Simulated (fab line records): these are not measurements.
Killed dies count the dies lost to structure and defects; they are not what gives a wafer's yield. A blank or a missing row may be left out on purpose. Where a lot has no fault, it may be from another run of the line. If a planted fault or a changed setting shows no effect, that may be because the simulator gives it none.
The tool behind it: which one? / flow nand_harc / 72 wafers from 24 lots sampled at 5 of the route's 1302 steps

WHAT THE GAUGES SHOWED, per wafer
NHARC_P_M0_CD_MEAS_09 targets a cd of 90 nm. Usual: 90.0 nm for cd_nm, sd 1.
lot=L074; measured=day 6 00:20; on=cd_sem-03; cd_nm (nm)=91.4 91.0 91.7; flag=
lot=L075; measured=day 6 12:45; on=cd_sem-01; cd_nm (nm)=89.7 89.6 89.2; flag=
lot=L076; measured=day 7 01:29; on=cd_sem-02; cd_nm (nm)=89.6 89.0 88.3; flag=
lot=L077; measured=day 7 11:56; on=cd_sem-02; cd_nm (nm)=91.7 91.9 91.7; flag=
lot=L078; measured=day 7 14:58; on=cd_sem-02; cd_nm (nm)=89.0 89.7 89.8; flag=
lot=L079; measured=day 8 00:08; on=cd_sem-02; cd_nm (nm)=91.4 91.2 91.2; flag=
lot=L080; measured=day 8 16:08; on=cd_sem-02; cd_nm (nm)=88.8 88.0 89.0; flag=
lot=L081; measured=day 9 08:17; on=cd_sem-03; cd_nm (nm)=88.6 88.9 89.1; flag=
lot=L082; measured=day 9 08:43; on=cd_sem-01; cd_nm (nm)=89.5 88.5 89.0; flag=
lot=L083; measured=day 10 04:07; on=cd_sem-03; cd_nm (nm)=89.3 89.5 88.6; flag=
lot=L084; measured=day 10 02:43; on=cd_sem-02; cd_nm (nm)=89.5 90.6 89.0; flag=
lot=L085; measured=day 10 12:44; on=cd_sem-01; cd_nm (nm)=90.9 90.8 90.4; flag=
lot=L086; measured=day 11 00:32; on=cd_sem-03; cd_nm (nm)=90.9 90.8 90.5; flag=
lot=L088; measured=day 11 22:38; on=cd_sem-03; cd_nm (nm)=89.4 89.4 89.1; flag=
lot=L087; measured=day 11 23:38; on=cd_sem-03; cd_nm (nm)=91.1 90.8 90.6; flag=
lot=L089; measured=day 12 05:38; on=cd_sem-03; cd_nm (nm)=89.7 89.6 89.0; flag=
lot=L090; measured=day 12 20:23; on=cd_sem-03; cd_nm (nm)=91.1 91.2 91.2; flag=
lot=L091; measured=day 13 04:22; on=cd_sem-03; cd_nm (nm)=88.7 89.7 90.0; flag=
lot=L092; measured=day 13 11:58; on=cd_sem-03; cd_nm (nm)=89.2 89.6 90.2; flag=
lot=L093; measured=day 13 20:14; on=cd_sem-02; cd_nm (nm)=90.4 88.6 88.5; flag=
lot=L094; measured=day 14 08:49; on=cd_sem-03; cd_nm (nm)=89.7 89.4 89.0; flag=
lot=L095; measured=day 15 00:06; on=cd_sem-03; cd_nm (nm)=89.3 89.7 89.0; flag=
lot=L096; measured=day 15 06:23; on=cd_sem-01; cd_nm (nm)=89.6 88.9 88.6; flag=
lot=L097; measured=day 15 17:55; on=cd_sem-03; cd_nm (nm)=91.7 91.0 91.3; flag=

NHARC_P_M0_INSPECT_11. Usual: 3.8 for raw_defect_count, sd 2.2.
lot=L074; measured=day 6 00:27; on=defect_inspect-01; raw_defect_count=0 6 0; flag=
lot=L075; measured=day 6 12:52; on=defect_inspect-02; raw_defect_count=3 4 2; flag=
lot=L076; measured=day 7 01:37; on=defect_inspect-01; raw_defect_count=5 5 5; flag=
lot=L077; measured=day 7 12:03; on=defect_inspect-01; raw_defect_count=7 5 6; flag=
lot=L078; measured=day 7 15:05; on=defect_inspect-02; raw_defect_count=3 1 1; flag=
lot=L079; measured=day 8 00:16; on=defect_inspect-02; raw_defect_count=2 3 5; flag=
lot=L080; measured=day 8 16:16; on=defect_inspect-02; raw_defect_count=1 2 4; flag=
lot=L081; measured=day 9 08:24; on=defect_inspect-02; raw_defect_count=3 6 2; flag=
lot=L082; measured=day 9 08:50; on=defect_inspect-01; raw_defect_count=6 7 2; flag=
lot=L083; measured=day 10 04:14; on=defect_inspect-01; raw_defect_count=0 4 4; flag=
lot=L084; measured=day 10 02:51; on=defect_inspect-02; raw_defect_count=2 2 2; flag=
lot=L085; measured=day 10 12:51; on=defect_inspect-02; raw_defect_count=2 3 4; flag=
lot=L086; measured=day 11 00:40; on=defect_inspect-01; raw_defect_count=5 2 6; flag=
lot=L088; measured=day 11 22:45; on=defect_inspect-02; raw_defect_count=2 3 1; flag=
lot=L087; measured=day 11 23:46; on=defect_inspect-02; raw_defect_count=3 6 3; flag=
lot=L089; measured=day 12 05:46; on=defect_inspect-01; raw_defect_count=2 5 3; flag=
lot=L090; measured=day 12 20:31; on=defect_inspect-02; raw_defect_count=3 6 5; flag=
lot=L091; measured=day 13 04:30; on=defect_inspect-02; raw_defect_count=3 4 7; flag=
lot=L092; measured=day 13 12:06; on=defect_inspect-02; raw_defect_count=5 4 4; flag=
lot=L093; measured=day 13 20:22; on=defect_inspect-01; raw_defect_count=6 11 8; flag=
lot=L094; measured=day 14 08:56; on=defect_inspect-02; raw_defect_count=0 3 2; flag=
lot=L095; measured=day 15 00:14; on=defect_inspect-02; raw_defect_count=4 3 7; flag=
lot=L096; measured=day 15 06:30; on=defect_inspect-02; raw_defect_count=6 4 7; flag=
lot=L097; measured=day 15 18:03; on=defect_inspect-02; raw_defect_count=3 2 1; flag=

EACH LOT AND THE TOOL THAT RAN IT (in order: tool; ch and the chambers of the sampled wafers; start)
lot=L074; NHARC_P_GATE_DESCUM_31=rie_diel-01 ch 0,1,2, day 5 00:15; NHARC_P_GATE_STRIP_75=plasma_asher-01 ch 0,1, day 5 12:58; NHARC_P_CONTACT_DESCUM_17=rie_diel-05 ch 0,2,3, day 5 20:22
lot=L075; NHARC_P_GATE_DESCUM_31=rie_diel-11 ch 1,2, day 5 12:49; NHARC_P_GATE_STRIP_75=plasma_asher-01 ch 0,1, day 6 01:31; NHARC_P_CONTACT_DESCUM_17=rie_diel-05 ch 0,2,3, day 6 08:47
lot=L076; NHARC_P_GATE_DESCUM_31=rie_diel-04 ch 0,3, day 6 01:28; NHARC_P_GATE_STRIP_75=plasma_asher-01 ch 0,1, day 6 14:07; NHARC_P_CONTACT_DESCUM_17=rie_diel-08 ch 1,3, day 6 21:37
lot=L077; NHARC_P_GATE_DESCUM_31=rie_diel-11 ch 0,3, day 6 11:38; NHARC_P_GATE_STRIP_75=plasma_asher-02 ch 0,1, day 7 00:15; NHARC_P_CONTACT_DESCUM_17=rie_diel-08 ch 0,1,2, day 7 08:06
lot=L078; NHARC_P_GATE_DESCUM_31=rie_diel-11 ch 0,1, day 6 14:54; NHARC_P_GATE_STRIP_75=plasma_asher-02 ch 0,1, day 7 03:27; NHARC_P_CONTACT_DESCUM_17=rie_diel-05 ch 0,1,2, day 7 10:58
lot=L079; NHARC_P_GATE_DESCUM_31=rie_diel-04 ch 0,2, day 7 00:14; NHARC_P_GATE_STRIP_75=plasma_asher-02 ch 0,1, day 7 12:52; NHARC_P_CONTACT_DESCUM_17=rie_diel-08 ch 1,2,3, day 7 20:16
lot=L080; NHARC_P_GATE_DESCUM_31=rie_diel-01 ch 0,1,2, day 7 16:05; NHARC_P_GATE_STRIP_75=plasma_asher-02 ch 0,1, day 8 04:44; NHARC_P_CONTACT_DESCUM_17=rie_diel-05 ch 0,1, day 8 12:16
lot=L081; NHARC_P_GATE_DESCUM_31=rie_diel-04 ch 1,2,3, day 8 08:19; NHARC_P_GATE_STRIP_75=plasma_asher-02 ch 0,1, day 8 20:55; NHARC_P_CONTACT_DESCUM_17=rie_diel-03 ch 0,1,3, day 9 04:18
lot=L082; NHARC_P_GATE_DESCUM_31=rie_diel-01 ch 2,3, day 8 08:28; NHARC_P_GATE_STRIP_75=plasma_asher-01 ch 0,1, day 8 21:15; NHARC_P_CONTACT_DESCUM_17=rie_diel-05 ch 0,3, day 9 04:43
lot=L083; NHARC_P_GATE_DESCUM_31=rie_diel-01 ch 2,3, day 9 01:56; NHARC_P_GATE_STRIP_75=plasma_asher-01 ch 0,1, day 9 16:35; NHARC_P_CONTACT_DESCUM_17=rie_diel-05 ch 1,2, day 10 00:08
lot=L084; NHARC_P_GATE_DESCUM_31=rie_diel-01 ch 0,1, day 9 02:35; NHARC_P_GATE_STRIP_75=plasma_asher-02 ch 0,1, day 9 15:20; NHARC_P_CONTACT_DESCUM_17=rie_diel-03 ch 1,3, day 9 22:45
lot=L085; NHARC_P_GATE_DESCUM_31=rie_diel-04 ch 2,3, day 9 12:48; NHARC_P_GATE_STRIP_75=plasma_asher-02 ch 1, day 10 01:20; NHARC_P_CONTACT_DESCUM_17=rie_diel-08 ch 0,2, day 10 08:43
lot=L086; NHARC_P_GATE_DESCUM_31=rie_diel-11 ch 0,2, day 10 00:13; NHARC_P_GATE_STRIP_75=plasma_asher-01 ch 0,1, day 10 12:55; NHARC_P_CONTACT_DESCUM_17=rie_diel-08 ch 0,1,2, day 10 20:26
lot=L088; NHARC_P_GATE_DESCUM_31=rie_diel-01 ch 0,2,3, day 10 22:05; NHARC_P_GATE_STRIP_75=plasma_asher-01 ch 0,1, day 11 10:52; NHARC_P_CONTACT_DESCUM_17=rie_diel-08 ch 2,3, day 11 18:31
lot=L087; NHARC_P_GATE_DESCUM_31=rie_diel-11 ch 1,2,3, day 10 22:41; NHARC_P_GATE_STRIP_75=plasma_asher-01 ch 0,1, day 11 11:31; NHARC_P_CONTACT_DESCUM_17=rie_diel-05 ch 0,1,3, day 11 19:37
lot=L089; NHARC_P_GATE_DESCUM_31=rie_diel-01 ch 0,2, day 11 05:41; NHARC_P_GATE_STRIP_75=plasma_asher-01 ch 0,1, day 11 18:17; NHARC_P_CONTACT_DESCUM_17=rie_diel-08 ch 0,3, day 12 01:39
lot=L090; NHARC_P_GATE_DESCUM_31=rie_diel-04 ch 1,2, day 11 19:47; NHARC_P_GATE_STRIP_75=plasma_asher-01 ch 0,1, day 12 08:56; NHARC_P_CONTACT_DESCUM_17=rie_diel-03 ch 0,1, day 12 16:25
lot=L091; NHARC_P_GATE_DESCUM_31=rie_diel-04 ch 0,1,2, day 12 03:49; NHARC_P_GATE_STRIP_75=plasma_asher-02 ch 0, day 12 16:33; NHARC_P_CONTACT_DESCUM_17=rie_diel-08 ch 0,2,3, day 12 23:57
lot=L092; NHARC_P_GATE_DESCUM_31=rie_diel-04 ch 0,1,3, day 12 11:37; NHARC_P_GATE_STRIP_75=plasma_asher-02 ch 0,1, day 13 00:17; NHARC_P_CONTACT_DESCUM_17=rie_diel-08 ch 1,3, day 13 07:40
lot=L093; NHARC_P_GATE_DESCUM_31=rie_diel-01 ch 0,2, day 12 20:16; NHARC_P_GATE_STRIP_75=plasma_asher-01 ch 0, day 13 08:53; NHARC_P_CONTACT_DESCUM_17=rie_diel-03 ch 2,3, day 13 16:14
lot=L094; NHARC_P_GATE_DESCUM_31=rie_diel-01 ch 0,2,3, day 13 09:01; NHARC_P_GATE_STRIP_75=plasma_asher-02 ch 0,1, day 13 21:26; NHARC_P_CONTACT_DESCUM_17=rie_diel-08 ch 0,2, day 14 04:50
lot=L095; NHARC_P_GATE_DESCUM_31=rie_diel-01 ch 2,3, day 14 00:10; NHARC_P_GATE_STRIP_75=plasma_asher-02 ch 0,1, day 14 12:37; NHARC_P_CONTACT_DESCUM_17=rie_diel-03 ch 0,2,3, day 14 20:07
lot=L096; NHARC_P_GATE_DESCUM_31=rie_diel-04 ch 1,3, day 14 06:07; NHARC_P_GATE_STRIP_75=plasma_asher-01 ch 0,1, day 14 18:50; NHARC_P_CONTACT_DESCUM_17=rie_diel-08 ch 1,2, day 15 02:22
lot=L097; NHARC_P_GATE_DESCUM_31=rie_diel-04 ch 1,2, day 14 15:22; NHARC_P_GATE_STRIP_75=plasma_asher-01 ch 0,1, day 15 04:17; NHARC_P_CONTACT_DESCUM_17=rie_diel-08 ch 1,2, day 15 13:56
- NHARC_P_GATE_DESCUM_31: chemistry O2, time 3 s.
- NHARC_P_GATE_STRIP_75: strips in O2.
- NHARC_P_CONTACT_DESCUM_17: chemistry O2, time 3 s.

WHAT THE TOOLS THEMSELVES READ (means of the sampled wafers that have a number; where no wafer has one, the mark that the record gives instead)
NHARC_P_GATE_DESCUM_31. Usual: drypump_motor_current_A 5.7 A, standard deviation 0.38; mfc_ar_sccm 0.009 sccm, standard deviation 0.013; oes_product_au 0.998 a.u., standard deviation 0.013; rf_vpp_V 57.9 V, standard deviation 0.86; showerhead_plenum_p_Torr 1.94 Torr, standard deviation 0.088; throttle_valve_pct 11.311 %, standard deviation 0.0095.
lot=L074; tool=rie_diel-01; drypump_motor_current_A (A)=6.0; mfc_ar_sccm (sccm)=0.017; oes_product_au (a.u.)=0.994; rf_vpp_V (V)=57.4; showerhead_plenum_p_Torr (Torr)=1.96; throttle_valve_pct (%)=11.313; flag=
lot=L075; tool=rie_diel-11; drypump_motor_current_A (A)=5.8; mfc_ar_sccm (sccm)=0.001; oes_product_au (a.u.)=1.022; rf_vpp_V (V)=58.1; showerhead_plenum_p_Torr (Torr)=1.98; throttle_valve_pct (%)=11.307; flag=
lot=L076; tool=rie_diel-04; drypump_motor_current_A (A)=5.3; mfc_ar_sccm (sccm)=0.024; oes_product_au (a.u.)=0.999; rf_vpp_V (V)=56.8; showerhead_plenum_p_Torr (Torr)=1.81; throttle_valve_pct (%)=11.310; flag=
lot=L077; tool=rie_diel-11; drypump_motor_current_A (A)=5.9; mfc_ar_sccm (sccm)=0.007; oes_product_au (a.u.)=0.987; rf_vpp_V (V)=58.0; showerhead_plenum_p_Torr (Torr)=1.97; throttle_valve_pct (%)=11.312; flag=
lot=L078; tool=rie_diel-11; drypump_motor_current_A (A)=5.9; mfc_ar_sccm (sccm)=0.000; oes_product_au (a.u.)=1.005; rf_vpp_V (V)=57.5; showerhead_plenum_p_Torr (Torr)=1.99; throttle_valve_pct (%)=11.307; flag=
lot=L079; tool=rie_diel-04; drypump_motor_current_A (A)=5.7; mfc_ar_sccm (sccm)=0.002; oes_product_au (a.u.)=1.001; rf_vpp_V (V)=57.7; showerhead_plenum_p_Torr (Torr)=1.98; throttle_valve_pct (%)=11.309; flag=
lot=L080; tool=rie_diel-01; drypump_motor_current_A (A)=6.1; mfc_ar_sccm (sccm)=0.017; oes_product_au (a.u.)=0.985; rf_vpp_V (V)=57.9; showerhead_plenum_p_Torr (Torr)=1.96; throttle_valve_pct (%)=11.308; flag=
lot=L081; tool=rie_diel-04; drypump_motor_current_A (A)=5.4; mfc_ar_sccm (sccm)=0.011; oes_product_au (a.u.)=0.997; rf_vpp_V (V)=58.2; showerhead_plenum_p_Torr (Torr)=1.92; throttle_valve_pct (%)=11.316; flag=
lot=L082; tool=rie_diel-01; drypump_motor_current_A (A)=5.8; mfc_ar_sccm (sccm)=0.000; oes_product_au (a.u.)=0.987; rf_vpp_V (V)=58.1; showerhead_plenum_p_Torr (Torr)=1.99; throttle_valve_pct (%)=11.311; flag=
lot=L083; tool=rie_diel-01; drypump_motor_current_A (A)=5.8; mfc_ar_sccm (sccm)=0.000; oes_product_au (a.u.)=0.992; rf_vpp_V (V)=58.4; showerhead_plenum_p_Torr (Torr)=1.99; throttle_valve_pct (%)=11.312; flag=
lot=L084; tool=rie_diel-01; drypump_motor_current_A (A)=6.3; mfc_ar_sccm (sccm)=0.027; oes_product_au (a.u.)=0.997; rf_vpp_V (V)=57.6; showerhead_plenum_p_Torr (Torr)=1.89; throttle_valve_pct (%)=11.312; flag=
lot=L085; tool=rie_diel-04; drypump_motor_current_A (A)=5.6; mfc_ar_sccm (sccm)=0.011; oes_product_au (a.u.)=0.985; rf_vpp_V (V)=58.1; showerhead_plenum_p_Torr (Torr)=1.96; throttle_valve_pct (%)=11.315; flag=
lot=L086; tool=rie_diel-11; drypump_motor_current_A (A)=6.0; mfc_ar_sccm (sccm)=0.001; oes_product_au (a.u.)=1.006; rf_vpp_V (V)=58.1; showerhead_plenum_p_Torr (Torr)=1.95; throttle_valve_pct (%)=11.311; flag=
lot=L088; tool=rie_diel-01; drypump_motor_current_A (A)=6.0; mfc_ar_sccm (sccm)=0.010; oes_product_au (a.u.)=1.006; rf_vpp_V (V)=57.9; showerhead_plenum_p_Torr (Torr)=1.92; throttle_valve_pct (%)=11.315; flag=
lot=L087; tool=rie_diel-11; drypump_motor_current_A (A)=5.6; mfc_ar_sccm (sccm)=0.007; oes_product_au (a.u.)=1.008; rf_vpp_V (V)=57.3; showerhead_plenum_p_Torr (Torr)=1.99; throttle_valve_pct (%)=11.311; flag=
lot=L089; tool=rie_diel-01; drypump_motor_current_A (A)=5.9; mfc_ar_sccm (sccm)=0.010; oes_product_au (a.u.)=0.998; rf_vpp_V (V)=57.8; showerhead_plenum_p_Torr (Torr)=1.97; throttle_valve_pct (%)=11.305; flag=
lot=L090; tool=rie_diel-04; drypump_motor_current_A (A)=5.3; mfc_ar_sccm (sccm)=0.001; oes_product_au (a.u.)=0.988; rf_vpp_V (V)=58.2; showerhead_plenum_p_Torr (Torr)=1.97; throttle_valve_pct (%)=11.310; flag=
lot=L091; tool=rie_diel-04; drypump_motor_current_A (A)=5.4; mfc_ar_sccm (sccm)=0.003; oes_product_au (a.u.)=1.007; rf_vpp_V (V)=58.5; showerhead_plenum_p_Torr (Torr)=1.94; throttle_valve_pct (%)=11.320; flag=
lot=L092; tool=rie_diel-04; drypump_motor_current_A (A)=5.2; mfc_ar_sccm (sccm)=0.014; oes_product_au (a.u.)=0.994; rf_vpp_V (V)=57.3; showerhead_plenum_p_Torr (Torr)=1.85; throttle_valve_pct (%)=11.312; flag=
lot=L093; tool=rie_diel-01; drypump_motor_current_A (A)=5.9; mfc_ar_sccm (sccm)=0.010; oes_product_au (a.u.)=0.999; rf_vpp_V (V)=58.6; showerhead_plenum_p_Torr (Torr)=1.97; throttle_valve_pct (%)=11.312; flag=
lot=L094; tool=rie_diel-01; drypump_motor_current_A (A)=6.0; mfc_ar_sccm (sccm)=0.010; oes_product_au (a.u.)=0.992; rf_vpp_V (V)=57.6; showerhead_plenum_p_Torr (Torr)=1.92; throttle_valve_pct (%)=11.306; flag=
lot=L095; tool=rie_diel-01; drypump_motor_current_A (A)=5.8; mfc_ar_sccm (sccm)=0.000; oes_product_au (a.u.)=1.011; rf_vpp_V (V)=58.6; showerhead_plenum_p_Torr (Torr)=1.94; throttle_valve_pct (%)=11.313; flag=
lot=L096; tool=rie_diel-04; drypump_motor_current_A (A)=5.1; mfc_ar_sccm (sccm)=0.022; oes_product_au (a.u.)=0.991; rf_vpp_V (V)=57.4; showerhead_plenum_p_Torr (Torr)=1.84; throttle_valve_pct (%)=11.311; flag=
lot=L097; tool=rie_diel-04; drypump_motor_current_A (A)=5.5; mfc_ar_sccm (sccm)=0.000; oes_product_au (a.u.)=0.998; rf_vpp_V (V)=58.4; showerhead_plenum_p_Torr (Torr)=2.00; throttle_valve_pct (%)=11.305; flag=

NHARC_P_GATE_STRIP_75. Usual: drypump_motor_current_A 5.9 A, standard deviation 0.39; heater_power_w 323 W, standard deviation 35.
lot=L074; tool=plasma_asher-01; drypump_motor_current_A (A)=5.8; heater_power_w (W)=321; flag=
lot=L075; tool=plasma_asher-01; drypump_motor_current_A (A)=5.8; heater_power_w (W)=315; flag=
lot=L076; tool=plasma_asher-01; drypump_motor_current_A (A)=5.7; heater_power_w (W)=292; flag=
lot=L077; tool=plasma_asher-02; drypump_motor_current_A (A)=6.2; heater_power_w (W)=344; flag=
lot=L078; tool=plasma_asher-02; drypump_motor_current_A (A)=5.8; heater_power_w (W)=334; flag=
lot=L079; tool=plasma_asher-02; drypump_motor_current_A (A)=6.2; heater_power_w (W)=341; flag=
lot=L080; tool=plasma_asher-02; drypump_motor_current_A (A)=6.1; heater_power_w (W)=346; flag=
lot=L081; tool=plasma_asher-02; drypump_motor_current_A (A)=5.8; heater_power_w (W)=327; flag=
lot=L082; tool=plasma_asher-01; drypump_motor_current_A (A)=5.7; heater_power_w (W)=305; flag=
lot=L083; tool=plasma_asher-01; drypump_motor_current_A (A)=5.8; heater_power_w (W)=321; flag=
lot=L084; tool=plasma_asher-02; drypump_motor_current_A (A)=6.2; heater_power_w (W)=341; flag=
lot=L085; tool=plasma_asher-02; drypump_motor_current_A (A)=5.5; heater_power_w (W)=315; flag=
lot=L086; tool=plasma_asher-01; drypump_motor_current_A (A)=5.7; heater_power_w (W)=304; flag=
lot=L088; tool=plasma_asher-01; drypump_motor_current_A (A)=5.7; heater_power_w (W)=301; flag=
lot=L087; tool=plasma_asher-01; drypump_motor_current_A (A)=5.8; heater_power_w (W)=320; flag=
lot=L089; tool=plasma_asher-01; drypump_motor_current_A (A)=5.7; heater_power_w (W)=301; flag=
lot=L090; tool=plasma_asher-01; drypump_motor_current_A (A)=5.7; heater_power_w (W)=299; flag=
lot=L091; tool=plasma_asher-02; drypump_motor_current_A (A)=6.5; heater_power_w (W)=385; flag=
lot=L092; tool=plasma_asher-02; drypump_motor_current_A (A)=6.2; heater_power_w (W)=360; flag=
lot=L093; tool=plasma_asher-01; drypump_motor_current_A (A)=6.0; heater_power_w (W)=342; flag=
lot=L094; tool=plasma_asher-02; drypump_motor_current_A (A)=6.2; heater_power_w (W)=355; flag=
lot=L095; tool=plasma_asher-02; drypump_motor_current_A (A)=6.2; heater_power_w (W)=359; flag=
lot=L096; tool=plasma_asher-01; drypump_motor_current_A (A)=5.8; heater_power_w (W)=317; flag=
lot=L097; tool=plasma_asher-01; drypump_motor_current_A (A)=5.8; heater_power_w (W)=320; flag=

NHARC_P_CONTACT_DESCUM_17. Usual: drypump_motor_current_A 5.7 A, standard deviation 0.33; mfc_ar_sccm 0.013 sccm, standard deviation 0.016; oes_product_au 1.000 a.u., standard deviation 0.015; rf_vpp_V 57.8 V, standard deviation 0.84; showerhead_plenum_p_Torr 1.93 Torr, standard deviation 0.081; throttle_valve_pct 11.310 %, standard deviation 0.0089.
lot=L074; tool=rie_diel-05; drypump_motor_current_A (A)=5.9; mfc_ar_sccm (sccm)=0.023; oes_product_au (a.u.)=1.023; rf_vpp_V (V)=57.9; showerhead_plenum_p_Torr (Torr)=1.92; throttle_valve_pct (%)=11.309; flag=
lot=L075; tool=rie_diel-05; drypump_motor_current_A (A)=5.9; mfc_ar_sccm (sccm)=0.023; oes_product_au (a.u.)=1.009; rf_vpp_V (V)=58.1; showerhead_plenum_p_Torr (Torr)=1.92; throttle_valve_pct (%)=11.311; flag=
lot=L076; tool=rie_diel-08; drypump_motor_current_A (A)=5.6; mfc_ar_sccm (sccm)=0.016; oes_product_au (a.u.)=0.977; rf_vpp_V (V)=57.3; showerhead_plenum_p_Torr (Torr)=1.86; throttle_valve_pct (%)=11.320; flag=
lot=L077; tool=rie_diel-08; drypump_motor_current_A (A)=5.6; mfc_ar_sccm (sccm)=0.019; oes_product_au (a.u.)=0.997; rf_vpp_V (V)=58.1; showerhead_plenum_p_Torr (Torr)=1.98; throttle_valve_pct (%)=11.317; flag=
lot=L078; tool=rie_diel-05; drypump_motor_current_A (A)=5.9; mfc_ar_sccm (sccm)=0.021; oes_product_au (a.u.)=1.005; rf_vpp_V (V)=57.7; showerhead_plenum_p_Torr (Torr)=1.87; throttle_valve_pct (%)=11.313; flag=
lot=L079; tool=rie_diel-08; drypump_motor_current_A (A)=5.5; mfc_ar_sccm (sccm)=0.021; oes_product_au (a.u.)=0.987; rf_vpp_V (V)=58.5; showerhead_plenum_p_Torr (Torr)=1.94; throttle_valve_pct (%)=11.320; flag=
lot=L080; tool=rie_diel-05; drypump_motor_current_A (A)=5.7; mfc_ar_sccm (sccm)=0.030; oes_product_au (a.u.)=1.021; rf_vpp_V (V)=57.1; showerhead_plenum_p_Torr (Torr)=1.85; throttle_valve_pct (%)=11.306; flag=
lot=L081; tool=rie_diel-03; drypump_motor_current_A (A)=5.7; mfc_ar_sccm (sccm)=0.002; oes_product_au (a.u.)=1.005; rf_vpp_V (V)=56.8; showerhead_plenum_p_Torr (Torr)=1.96; throttle_valve_pct (%)=11.308; flag=
lot=L082; tool=rie_diel-05; drypump_motor_current_A (A)=5.9; mfc_ar_sccm (sccm)=0.020; oes_product_au (a.u.)=1.013; rf_vpp_V (V)=58.6; showerhead_plenum_p_Torr (Torr)=1.98; throttle_valve_pct (%)=11.312; flag=
lot=L083; tool=rie_diel-05; drypump_motor_current_A (A)=6.0; mfc_ar_sccm (sccm)=0.006; oes_product_au (a.u.)=0.995; rf_vpp_V (V)=57.6; showerhead_plenum_p_Torr (Torr)=1.90; throttle_valve_pct (%)=11.306; flag=
lot=L084; tool=rie_diel-03; drypump_motor_current_A (A)=5.6; mfc_ar_sccm (sccm)=0.002; oes_product_au (a.u.)=1.007; rf_vpp_V (V)=57.5; showerhead_plenum_p_Torr (Torr)=1.93; throttle_valve_pct (%)=11.315; flag=
lot=L085; tool=rie_diel-08; drypump_motor_current_A (A)=5.6; mfc_ar_sccm (sccm)=0.006; oes_product_au (a.u.)=0.997; rf_vpp_V (V)=58.5; showerhead_plenum_p_Torr (Torr)=1.96; throttle_valve_pct (%)=11.311; flag=
lot=L086; tool=rie_diel-08; drypump_motor_current_A (A)=5.6; mfc_ar_sccm (sccm)=0.019; oes_product_au (a.u.)=0.993; rf_vpp_V (V)=58.0; showerhead_plenum_p_Torr (Torr)=1.98; throttle_valve_pct (%)=11.302; flag=
lot=L088; tool=rie_diel-08; drypump_motor_current_A (A)=5.4; mfc_ar_sccm (sccm)=0.009; oes_product_au (a.u.)=1.010; rf_vpp_V (V)=58.1; showerhead_plenum_p_Torr (Torr)=1.89; throttle_valve_pct (%)=11.307; flag=
lot=L087; tool=rie_diel-05; drypump_motor_current_A (A)=5.9; mfc_ar_sccm (sccm)=0.017; oes_product_au (a.u.)=1.005; rf_vpp_V (V)=57.4; showerhead_plenum_p_Torr (Torr)=1.93; throttle_valve_pct (%)=11.299; flag=
lot=L089; tool=rie_diel-08; drypump_motor_current_A (A)=5.6; mfc_ar_sccm (sccm)=0.003; oes_product_au (a.u.)=0.994; rf_vpp_V (V)=57.5; showerhead_plenum_p_Torr (Torr)=1.85; throttle_valve_pct (%)=11.309; flag=
lot=L090; tool=rie_diel-03; drypump_motor_current_A (A)=5.5; mfc_ar_sccm (sccm)=0.003; oes_product_au (a.u.)=1.016; rf_vpp_V (V)=58.3; showerhead_plenum_p_Torr (Torr)=2.01; throttle_valve_pct (%)=11.320; flag=
lot=L091; tool=rie_diel-08; drypump_motor_current_A (A)=5.5; mfc_ar_sccm (sccm)=0.008; oes_product_au (a.u.)=0.996; rf_vpp_V (V)=57.1; showerhead_plenum_p_Torr (Torr)=1.92; throttle_valve_pct (%)=11.317; flag=
lot=L092; tool=rie_diel-08; drypump_motor_current_A (A)=5.6; mfc_ar_sccm (sccm)=0.027; oes_product_au (a.u.)=0.998; rf_vpp_V (V)=57.5; showerhead_plenum_p_Torr (Torr)=1.92; throttle_valve_pct (%)=11.316; flag=
lot=L093; tool=rie_diel-03; drypump_motor_current_A (A)=5.4; mfc_ar_sccm (sccm)=0.000; oes_product_au (a.u.)=0.979; rf_vpp_V (V)=57.6; showerhead_plenum_p_Torr (Torr)=1.87; throttle_valve_pct (%)=11.315; flag=
lot=L094; tool=rie_diel-08; drypump_motor_current_A (A)=5.4; mfc_ar_sccm (sccm)=0.013; oes_product_au (a.u.)=0.994; rf_vpp_V (V)=58.0; showerhead_plenum_p_Torr (Torr)=2.00; throttle_valve_pct (%)=11.307; flag=
lot=L095; tool=rie_diel-03; drypump_motor_current_A (A)=5.7; mfc_ar_sccm (sccm)=0.000; oes_product_au (a.u.)=0.987; rf_vpp_V (V)=57.7; showerhead_plenum_p_Torr (Torr)=1.90; throttle_valve_pct (%)=11.309; flag=
lot=L096; tool=rie_diel-08; drypump_motor_current_A (A)=5.6; mfc_ar_sccm (sccm)=0.032; oes_product_au (a.u.)=0.997; rf_vpp_V (V)=58.1; showerhead_plenum_p_Torr (Torr)=1.99; throttle_valve_pct (%)=11.299; flag=
lot=L097; tool=rie_diel-08; drypump_motor_current_A (A)=5.6; mfc_ar_sccm (sccm)=0.032; oes_product_au (a.u.)=0.996; rf_vpp_V (V)=58.2; showerhead_plenum_p_Torr (Torr)=1.99; throttle_valve_pct (%)=11.309; flag=

THE ANSWER, worked out from the rows above alone
Rule: a lot counts as off when the mean over its wafers that have a number is more than 3 standard deviations away from the usual mean. Also off: a lot with no number at a reading for which 4 or more lots have one. All remaining lots with rows at the step are treated as sound. First the gauges in route order, then the tools' own readings, where a lot's mean is used as printed above. At the first step where some lot is off, the reading lying furthest off is the one used; lots without a number count as furthest.
Nothing can be told from this: no lot is off at any reading shown.

WHAT THE SIMULATOR HAD INSERTED
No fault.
